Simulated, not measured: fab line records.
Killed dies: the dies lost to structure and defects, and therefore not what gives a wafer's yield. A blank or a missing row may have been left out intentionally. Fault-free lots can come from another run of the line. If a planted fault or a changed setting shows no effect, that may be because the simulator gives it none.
Which tool did it? ; flow n5Finfet ; 23 lots with 69 wafers sampled at 6 steps, on a route of 1938 steps

== WHAT THE GAUGES READ, wafer by wafer ==
N5_MOL_CONTACT_COAG_CD_MEAS_99: the cd target is 17.2 nm.
lot;measured;on;cdNm (nm)
L074;day 4 19:07;cdSem-01;17.1 16.9 17.6
L075;day 5 00:05;cdSem-03;16.9 17.1 17.2
L076;day 5 04:22;cdSem-03;17.1 16.9 17.4
L077;day 5 15:05;cdSem-03;17.6 17.3 17.1
L078;day 5 18:09;cdSem-03;17.3 17.4 17.1
L079;day 6 00:38;cdSem-03;17.1 17.2 16.6
L080;day 6 05:34;cdSem-02;17.5 16.8 17.5
L081;day 6 16:04;cdSem-01;17.2 17.2 16.6
L082;day 6 21:07;cdSem-03;17.5 17.4 17.7
L083;day 6 22:44;cdSem-02;17.2 17.1 17.2
L084;day 7 04:13;cdSem-01;16.9 17.2 17.4
L085;day 7 14:42;cdSem-02;17.4 16.9 17.5
L086;day 7 16:14;cdSem-02;17.6 16.8 17.4
L087;day 8 01:29;cdSem-01;16.9 17.1 16.9
L088;day 8 10:25;cdSem-01;17.4 17.5 17.5
L089;day 8 12:43;cdSem-03;17.4 16.8 17.2
L090;day 8 16:42;cdSem-02;17.4 16.9 17.0
L092;day 9 04:48;cdSem-02;17.1 17.7 17.7
L093;day 9 09:28;cdSem-03;17.1 17.0 17.8
L094;day 9 17:30;cdSem-03;17.8 17.2 17.4
L095;day 10 02:33;cdSem-01;17.4 17.0 17.3
L096;day 10 04:52;cdSem-03;16.8 17.0 17.1
L097;day 10 17:48;cdSem-03;16.9 16.8 17.3

N5_MOL_CONTACT_COAG_INSPECT_57: inspects for defects (brightfield).
lot;measured;on;rawDefectCount
L074;day 5 06:04;defectInspect-02;106 213 177
L075;day 5 08:27;defectInspect-01;242 204 181
L076;day 5 13:56;defectInspect-02;245 324 221
L077;day 6 01:37;defectInspect-01;268 249 279
L078;day 6 05:38;defectInspect-02;368 422 227
L079;day 6 08:22;defectInspect-01;168 230 219
L080;day 6 15:35;defectInspect-01;343 209 185
L081;day 7 00:07;defectInspect-01;218 170 158
L082;day 7 07:53;defectInspect-01;169 146 220
L083;day 7 07:57;defectInspect-01;214 169 235
L084;day 7 12:59;defectInspect-01;139 163 158
L085;day 8 02:06;defectInspect-02;234 235 240
L086;day 8 02:43;defectInspect-01;145 149 166
L087;day 8 08:32;defectInspect-02;181 237 155
L088;day 8 22:19;defectInspect-01;162 281 200
L089;day 8 23:18;defectInspect-01;135 169 179
L090;day 9 02:25;defectInspect-02;311 258 318
L092;day 9 16:11;defectInspect-02;200 306 128
L093;day 9 19:13;defectInspect-02;200 190 225
L094;day 10 02:56;defectInspect-01;148 150 180
L095;day 10 14:28;defectInspect-02;149 209 198
L096;day 10 14:59;defectInspect-02;290 241 229
L097;day 11 03:50;defectInspect-02;264 205 292

N5_MOL_CONTACT_COAG_OVL_MEAS_41.
lot;measured;on;VD_OVL (nm)
L074;day 5 07:30;overlay-01;-0.7 -2.3 -1.1
L075;day 5 09:38;overlay-02;-0.3 -1.8 -0.7
L076;day 5 15:42;overlay-01;-1.1 -1.5 -0.4
L077;day 6 03:13;overlay-02;-0.8 -1.3 -0.8
L078;day 6 06:55;overlay-02;0.1 -0.8 0.0
L079;day 6 14:49;overlay-01;-0.2 -0.2 -0.4
L080;day 6 17:58;overlay-01;-0.4 -0.9 -1.4
L081;day 7 01:23;overlay-02;0.0 1.1 -0.3
L082;day 7 09:13;overlay-01;-1.1 -1.3 -2.1
L083;day 7 09:17;overlay-02;0.0 -1.2 -0.6
L084;day 7 14:28;overlay-01;-1.3 -0.7 -1.4
L085;day 8 03:25;overlay-01;-2.8 -2.0 -1.8
L086;day 8 05:28;overlay-02;-1.4 -0.5 -0.1
L087;day 8 10:07;overlay-02;-1.7 0.1 -1.0
L088;day 9 00:03;overlay-01;-1.6 -0.9 -1.3
L089;day 9 00:53;overlay-01;-0.7 -1.1 0.0
L090;day 9 04:28;overlay-01;-0.6 -0.6 -1.8
L092;day 9 17:32;overlay-01;0.2 -0.2 -0.2
L093;day 9 20:34;overlay-02;-1.4 -0.9 -0.3
L094;day 10 04:27;overlay-01;-0.5 0.1 -0.9
L095;day 10 15:54;overlay-01;-0.9 -0.5 -0.6
L096;day 10 16:20;overlay-02;-0.8 -1.0 -1.5
L097;day 11 05:17;overlay-01;-1.2 -0.7 -0.9

== TOOL THAT RAN EACH LOT (tool first, then ch and the chambers of the sampled wafers, then the start) ==
lot;N5_MOL_CONTACT_COAG_PRE_CLEAN_142;N5_MOL_CONTACT_COAG_ETCH_90;N5_MOL_CONTACT_COAG_ETCH_47
L074;pvdSputter-03, day 5 01:40;rieDiel-03 ch 0,3, day 5 06:15;rieDiel-02 ch 1,2,3, day 5 06:47
L075;pvdSputter-02, day 5 04:26;rieDiel-02 ch 1,3, day 5 08:32;rieDiel-04 ch 0,1,3, day 5 09:04
L076;pvdSputter-03, day 5 08:43;rieDiel-02 ch 0,1, day 5 14:34;rieDiel-04 ch 0,3, day 5 15:07
L077;pvdSputter-02, day 5 21:43;rieDiel-04 ch 0,2, day 6 01:54;rieDiel-02 ch 0,1, day 6 02:30
L078;pvdSputter-03, day 6 01:29;rieDiel-02 ch 1,3, day 6 05:43;rieDiel-02 ch 0,1, day 6 06:20
L079;pvdSputter-02, day 6 04:20;rieDiel-02 ch 0,2,3, day 6 08:27;rieDiel-03 ch 0,1, day 6 08:58
L080;pvdSputter-01, day 6 11:41;rieDiel-04 ch 2,3, day 6 16:37;rieDiel-03 ch 0,1, day 6 17:23
L081;pvdSputter-02, day 6 20:11;rieDiel-04 ch 1,2,3, day 7 00:16;rieDiel-02 ch 1,2,3, day 7 00:47
L082;pvdSputter-02, day 7 03:14;rieDiel-02 ch 1,3, day 7 07:59;rieDiel-04 ch 1,3, day 7 08:31
L083;pvdSputter-01, day 7 03:49;rieDiel-03 ch 1,2,3, day 7 08:07;rieDiel-02 ch 1,3, day 7 08:38
L084;pvdSputter-02, day 7 08:46;rieDiel-03 ch 2,3, day 7 13:04;rieDiel-04 ch 0,1,3, day 7 13:53
L085;pvdSputter-01, day 7 21:49;rieDiel-03 ch 0,3, day 8 02:18;rieDiel-03 ch 1,3, day 8 02:49
L086;pvdSputter-03, day 7 21:58;rieDiel-02 ch 0,1,2, day 8 02:48;rieDiel-03 ch 0,3, day 8 03:20
L087;pvdSputter-02, day 8 04:26;rieDiel-04 ch 1,2,3, day 8 08:40;rieDiel-02 ch 0,2,3, day 8 09:23
L088;pvdSputter-01, day 8 17:06;rieDiel-03 ch 0,1,3, day 8 22:24;rieDiel-04 ch 0,1, day 8 23:21
L089;pvdSputter-02, day 8 17:42;rieDiel-02 ch 0,2,3, day 8 23:23;rieDiel-03 ch 1,2,3, day 9 00:11
L090;pvdSputter-03, day 8 21:01;rieDiel-03 ch 0,1, day 9 03:04;rieDiel-02 ch 0,3, day 9 03:53
L092;pvdSputter-01, day 9 12:09;rieDiel-02 ch 0,1,2, day 9 16:16;rieDiel-04 ch 1,3, day 9 16:57
L093;pvdSputter-02, day 9 15:12;rieDiel-04 ch 0,1,3, day 9 19:19;rieDiel-02 ch 0,1,2, day 9 19:50
L094;pvdSputter-03, day 9 23:01;rieDiel-04 ch 0,1,2, day 10 03:01;rieDiel-04 ch 0,1, day 10 03:41
L095;pvdSputter-01, day 10 08:10;rieDiel-03 ch 0,1,2, day 10 14:41;rieDiel-03 ch 0,1, day 10 15:12
L096;pvdSputter-03, day 10 09:05;rieDiel-04 ch 0,3, day 10 15:14;rieDiel-04 ch 1,2,3, day 10 15:46
L097;pvdSputter-01, day 10 23:49;rieDiel-04 ch 0,2,3, day 11 03:58;rieDiel-02 ch 0,1,2, day 11 04:34
- N5_MOL_CONTACT_COAG_PRE_CLEAN_142: time 60 s.
- N5_MOL_CONTACT_COAG_ETCH_90: etches SiARC in CF4, target depth 13 nm, time 21.7 s.
- N5_MOL_CONTACT_COAG_ETCH_47: etches SiNx in CH3F/O2, stops on W, target depth 27 nm.

== WHAT THE TOOLS THEMSELVES READ (means of the sampled wafers that have a number; where no wafer has one, the mark that the record gives instead) ==
N5_MOL_CONTACT_COAG_PRE_CLEAN_142.
lot;tool;heaterPowerW (W)
L074;pvdSputter-03;435
L075;pvdSputter-02;445
L076;pvdSputter-03;443
L077;pvdSputter-02;470
L078;pvdSputter-03;456
L079;pvdSputter-02;444
L080;pvdSputter-01;494
L081;pvdSputter-02;479
L082;pvdSputter-02;452
L083;pvdSputter-01;472
L084;pvdSputter-02;448
L085;pvdSputter-01;489
L086;pvdSputter-03;437
L087;pvdSputter-02;442
L088;pvdSputter-01;476
L089;pvdSputter-02;443
L090;pvdSputter-03;434
L092;pvdSputter-01;487
L093;pvdSputter-02;474
L094;pvdSputter-03;432
L095;pvdSputter-01;475
L096;pvdSputter-03;424
L097;pvdSputter-01;473

N5_MOL_CONTACT_COAG_ETCH_90.
lot;tool;chamberPressureMTorr (mTorr);drypumpMotorCurrentA (A);etchRfOnTimeS (s);mfcArSccm (sccm);oesProductAu (a.u.);rfVppV (V);showerheadPlenumPTorr (Torr);throttleValvePct (%)
L074;rieDiel-03;39.98;5.6;21.36;99.89;0.73;184.3;2.22;15.49
L075;rieDiel-02;39.98;4.8;21.63;100.11;0.71;184.7;2.16;15.43
L076;rieDiel-02;40.00;5.3;21.59;99.98;0.68;184.6;2.12;15.50
L077;rieDiel-04;40.01;5.8;21.74;100.02;0.62;184.2;2.13;15.81
L078;rieDiel-02;40.02;4.8;21.78;99.48;0.69;183.6;2.16;15.45
L079;rieDiel-02;39.99;5.5;21.81;100.03;0.69;183.4;2.09;15.58
L080;rieDiel-04;40.02;5.6;21.35;100.00;0.71;185.1;2.20;15.55
L081;rieDiel-04;40.02;5.9;21.43;100.00;0.69;185.2;2.22;15.63
L082;rieDiel-02;39.97;4.8;21.81;99.71;0.68;185.4;2.15;15.48
L083;rieDiel-03;40.00;5.3;21.41;100.03;0.67;183.8;2.15;15.58
L084;rieDiel-03;40.00;5.1;21.46;99.75;0.62;184.3;2.12;15.74
L085;rieDiel-03;40.00;5.3;21.57;100.32;0.66;184.0;2.17;15.66
L086;rieDiel-02;39.99;5.5;21.94;100.13;0.77;184.7;2.18;15.33
L087;rieDiel-04;40.04;5.9;21.26;100.06;0.69;184.3;2.21;15.66
L088;rieDiel-03;40.01;5.5;21.44;100.14;0.71;184.7;2.19;15.52
L089;rieDiel-02;39.97;5.5;21.82;100.02;0.74;184.4;2.17;15.44
L090;rieDiel-03;40.02;5.9;21.55;100.17;0.74;184.7;2.23;15.42
L092;rieDiel-02;40.05;5.6;21.71;100.13;0.75;184.4;2.18;15.35
L093;rieDiel-04;40.00;5.9;21.63;100.10;0.72;184.5;2.19;15.60
L094;rieDiel-04;40.02;6.0;21.66;100.14;0.70;184.3;2.15;15.69
L095;rieDiel-03;40.00;5.7;21.47;99.79;0.75;185.0;2.18;15.37
L096;rieDiel-04;40.03;5.7;21.36;100.14;0.77;184.1;2.15;15.43
L097;rieDiel-04;39.97;5.6;21.30;99.80;0.72;183.7;2.16;15.54

N5_MOL_CONTACT_COAG_ETCH_47.
lot;tool;chamberPressureMTorr (mTorr);drypumpMotorCurrentA (A);etchRfOnTimeS (s);mfcArSccm (sccm);oes_ar_750_au (a.u.);oes_o_777_au (a.u.);oesProductAu (a.u.);rfVppV (V);showerheadPlenumPTorr (Torr);throttleValvePct (%)
L074;rieDiel-02;30.018;5.0;31.3;149.8;0.76;0.76;0.69;296.2;2.00;16.32
L075;rieDiel-04;30.012;6.0;31.0;150.6;0.79;0.79;0.70;298.5;2.06;16.41
L076;rieDiel-04;29.990;5.5;31.0;149.8;0.83;0.84;0.74;298.0;2.08;16.23
L077;rieDiel-02;30.026;5.8;31.3;150.2;0.73;0.73;0.64;292.6;1.93;16.39
L078;rieDiel-02;30.013;5.3;31.1;150.1;0.78;0.78;0.70;294.4;1.98;16.23
L079;rieDiel-03;29.984;5.8;30.6;150.1;0.94;0.94;0.85;295.0;2.08;16.08
L080;rieDiel-03;30.015;5.9;31.0;149.5;0.90;0.91;0.81;295.1;2.09;16.13
L081;rieDiel-02;30.005;5.0;31.2;149.9;0.84;0.84;0.75;295.2;1.99;16.17
L082;rieDiel-04;29.989;5.8;31.1;150.6;0.83;0.84;0.74;299.4;2.11;16.28
L083;rieDiel-02;29.981;4.8;31.4;150.0;0.78;0.77;0.69;295.8;2.00;16.30
L084;rieDiel-04;29.993;5.9;31.3;149.9;0.77;0.77;0.68;298.0;2.05;16.45
L085;rieDiel-03;30.015;5.2;30.6;150.2;0.80;0.81;0.72;298.0;2.01;16.31
L086;rieDiel-03;30.020;5.3;30.6;150.2;0.78;0.78;0.69;299.3;2.02;16.36
L087;rieDiel-02;29.989;5.5;31.2;150.1;0.87;0.87;0.78;296.4;2.03;16.19
L088;rieDiel-04;29.988;6.3;30.6;149.8;0.82;0.81;0.74;300.4;2.04;16.49
L089;rieDiel-03;29.977;5.3;30.7;150.6;0.86;0.88;0.78;296.7;2.00;16.15
L090;rieDiel-02;29.999;5.7;31.3;149.8;0.87;0.88;0.78;297.1;2.08;16.19
L092;rieDiel-04;29.992;6.2;31.2;150.2;0.77;0.76;0.68;301.1;2.08;16.50
L093;rieDiel-02;30.018;5.5;31.4;150.3;0.87;0.88;0.77;295.6;2.03;16.11
L094;rieDiel-04;30.009;6.1;30.6;149.7;0.87;0.86;0.78;297.2;2.00;16.33
L095;rieDiel-03;30.020;5.9;31.6;150.3;0.85;0.85;0.75;295.9;2.08;16.18
L096;rieDiel-04;29.988;5.9;31.4;150.3;0.77;0.78;0.69;298.8;2.06;16.42
L097;rieDiel-02;29.999;5.5;30.9;150.2;0.86;0.86;0.77;296.3;2.03;16.12

== THE ANSWER, worked out from the rows above alone ==
Rule: what is usual is taken from the lots themselves. Put in order of their means at a reading, lots are off if they are a third of the lots or fewer, leave a main group of 4 or more, and stand apart from it by a gap of 3 or more times the standard deviation of the main group's means; of several such gaps the widest counts. If all means in a main group match to the digits the tables above print for the reading, that group is not used. Also off: a lot with no number at a reading for which 4 or more lots have one. Where the step has rows for the other lots, those lots are counted as sound. First the gauges in route order, then the tools' own readings, where a lot's mean is used as printed above. The first step at which some lot is off is used, and at that step the reading that is off furthest; a lot without a number counts as furthest.
Nothing can be told from this: no lot is off at any reading shown.

== WHAT THE SIMULATOR HAD INSERTED ==
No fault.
